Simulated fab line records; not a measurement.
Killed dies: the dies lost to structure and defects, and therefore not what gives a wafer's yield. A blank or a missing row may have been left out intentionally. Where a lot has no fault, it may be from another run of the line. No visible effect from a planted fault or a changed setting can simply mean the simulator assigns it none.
Which tool did it?    flow nandHarc    14 lots, 42 wafers sampled, at 6 steps of a route of 1302

WHAT THE GAUGES READ, wafer by wafer
NHARC_A_DECK1_JOINT_INSPECT_05.
lot   measured      on                rawDefectCount
L110  day 12 00:59  defectInspect-02  498 378 319
L112  day 12 23:46  defectInspect-02  208 137 281
L113  day 13 10:41  defectInspect-02  365 135 204
L120  day 16 22:02  defectInspect-02  216 185 371
L121  day 17 04:20  defectInspect-01  263 359 395
L122  day 17 04:20  defectInspect-02  395 514 398
L123  day 17 04:30  defectInspect-01  283 288 376
L128  day 19 16:24  defectInspect-01  283 234 283
L127  day 19 16:24  defectInspect-02  259 285 260
L130  day 20 08:16  defectInspect-02  229 255 337
L129  day 20 08:15  defectInspect-02  284 461 323
L131  day 21 00:46  defectInspect-02  332 647 423
L132  day 21 06:35  defectInspect-01  271 231 198
L133  day 22 06:02  defectInspect-01  148 230 222

NHARC_A_ONON_D2_THK_MEAS_11: measures by ellipsometry.
lot   measured      on            thkNm (nm)
L110  day 12 03:17  filmMetro-01  996 994 995
L112  day 13 02:13  filmMetro-02  1016 1015 1013
L113  day 13 12:58  filmMetro-01  994 991 993
L120  day 17 00:19  filmMetro-01  1586 1586 1583 1583 1584 1585
L121  day 17 06:36  filmMetro-01  1006 1004 1005
L122  day 17 06:37  filmMetro-01  1585 1586 1585 1585 1585 1587
L123  day 17 06:47  filmMetro-01  994 994 992
L128  day 19 18:40  filmMetro-02  1009 1008 1007
L127  day 19 18:41  filmMetro-02  999 998 999
L130  day 20 10:33  filmMetro-02  999 1000 998
L129  day 20 10:32  filmMetro-01  995 992 994
L131  day 21 03:02  filmMetro-01  986 987 987
L132  day 21 08:52  filmMetro-02  994 993 993
L133  day 22 08:19  filmMetro-01  994 997 996

NHARC_A_ONON_D2_THK_MEAS_14: measures by ellipsometry.
lot   measured      on            thkNm (nm)
L110  day 12 03:52  filmMetro-01  993 994 994
L112  day 13 02:47  filmMetro-02  1001 1001 1001
L113  day 13 13:32  filmMetro-01  1009 1007 1007
L121  day 17 07:10  filmMetro-02  1000 1000 1001
L123  day 17 07:22  filmMetro-02  1014 1014 1013
L128  day 19 19:14  filmMetro-02  996 997 998
L127  day 19 19:15  filmMetro-01  993 993 992
L130  day 20 11:07  filmMetro-02  985 983 985
L129  day 20 11:07  filmMetro-01  988 989 989
L131  day 21 03:37  filmMetro-01  999 999 1000
L132  day 21 09:25  filmMetro-01  1013 1011 1013
L133  day 22 08:52  filmMetro-02  997 998 998

NHARC_END_SORT_01.
lot   measured      on         defectLimitedYield (%)  killedAtArray  killedAtOther  killedAtPeriphery  killedDies  killedOpen  killedShort
L123  day 29 19:01  prober-02  88.0 91.9 91.4          75 54 54       1 0 2          5 1 2              81 55 58    5 1 1       3 2 3
L132  day 33 05:31  prober-02  90.8 90.4 92.9          59 62 47       2 0 0          1 3 1              62 65 48    3 5 0       2 1 2

WHAT TOOL EACH LOT RAN ON (gives the tool, then ch and the chambers of the sampled wafers, and finally the start)
lot   NHARC_A_CHANNEL_FILL_D1_CMP_10  NHARC_A_ONON_D2_DEP_09
L110  cmp-03 ch 0,2,3, day 10 15:25   pecvdOnon-01 ch 0, day 12 02:47
L112  cmp-03 ch 0,1,3, day 11 11:32   pecvdOnon-03 ch 0, day 13 01:43
L113  cmp-03 ch 0,2,3, day 12 01:37   pecvdOnon-03 ch 0, day 13 12:28
L120  cmp-04 ch 0,1,2, day 15 02:04   pecvdOnon-01 ch 0, day 16 23:48
L121  cmp-02 ch 2,3, day 15 12:58     pecvdOnon-02 ch 0, day 17 06:09
L122  cmp-03 ch 0,2,3, day 15 12:58   pecvdOnon-01 ch 0, day 17 06:06
L123  cmp-04 ch 0,1,2, day 15 22:28   pecvdOnon-03 ch 0, day 17 06:27
L128  cmp-02 ch 1,2, day 18 05:22     pecvdOnon-02 ch 0, day 19 18:13
L127  cmp-04 ch 1,2,3, day 18 05:24   pecvdOnon-03 ch 0, day 19 18:13
L130  cmp-03 ch 0,1,2, day 18 21:21   pecvdOnon-03 ch 0, day 20 10:02
L129  cmp-04 ch 1,2,3, day 18 21:23   pecvdOnon-01 ch 0, day 20 10:05
L131  cmp-04 ch 1,2,3, day 19 10:15   pecvdOnon-01 ch 0, day 21 02:35
L132  cmp-03 ch 0,1,2, day 19 22:04   pecvdOnon-01 ch 0, day 21 08:24
L133  cmp-03 ch 0,1,3, day 20 17:54   pecvdOnon-01 ch 0, day 22 07:48
- NHARC_A_CHANNEL_FILL_D1_CMP_10: polishes, target thk 150 nm.
- NHARC_A_ONON_D2_DEP_09: target thk 1000 nm.

WHAT THE TOOLS THEMSELVES READ (means of the sampled wafers that have a number; where no wafer has one, the mark that the record gives instead)
NHARC_A_CHANNEL_FILL_D1_CMP_10.
lot   tool    motorCurrentA (A)  retainingRingPressureFrac  timeToEndpointS (s)
L110  cmp-03  13.1               0.998                      14.8
L112  cmp-03  12.1               1.002                      13.3
L113  cmp-03  12.4               1.001                      16.2
L120  cmp-04  12.2               0.999                      14.3
L121  cmp-02  12.0               1.001                      16.9
L122  cmp-03  12.9               1.003                      17.3
L123  cmp-04  11.9               1.001                      14.9
L128  cmp-02  12.2               0.999                      18.3
L127  cmp-04  12.6               1.002                      15.8
L130  cmp-03  13.0               1.000                      15.8
L129  cmp-04  12.2               0.999                      11.6
L131  cmp-04  12.3               0.997                      14.4
L132  cmp-03  12.6               0.998                      14.6
L133  cmp-03  12.0               0.999                      12.6

THE ANSWER, worked out from the rows above alone
Rule: what is usual is taken from the lots themselves. Put in order of their means at a reading, lots are off if they are a third of the lots or fewer, leave a main group of 4 or more, and stand apart from it by a gap of 3 or more times the standard deviation of the main group's means; of several such gaps the widest counts. Not used: any main group whose means are identical at the precision the tables above print for the reading. Also off: a lot with no number at a reading for which 4 or more lots have one. All remaining lots with rows at the step are treated as sound. After the gauges, taken in route order, come the tools' own readings; for these a lot's mean is taken, as printed above. The first step at which some lot is off is used, and at that step the reading that is off furthest; a lot without a number counts as furthest.
Off at NHARC_A_ONON_D2_THK_MEAS_11 (thkNm): L120, L122. The main group has a mean of 998 nm with a standard deviation of 7.4.
A tool fits if, at a process step before that reading, it ran every lot that is off, and no sound lot after the first of them. The gauges at NHARC_A_ONON_D2_THK_MEAS_11 are tried like those tools. None of those tried fits.

WHAT THE SIMULATOR HAD PUT IN
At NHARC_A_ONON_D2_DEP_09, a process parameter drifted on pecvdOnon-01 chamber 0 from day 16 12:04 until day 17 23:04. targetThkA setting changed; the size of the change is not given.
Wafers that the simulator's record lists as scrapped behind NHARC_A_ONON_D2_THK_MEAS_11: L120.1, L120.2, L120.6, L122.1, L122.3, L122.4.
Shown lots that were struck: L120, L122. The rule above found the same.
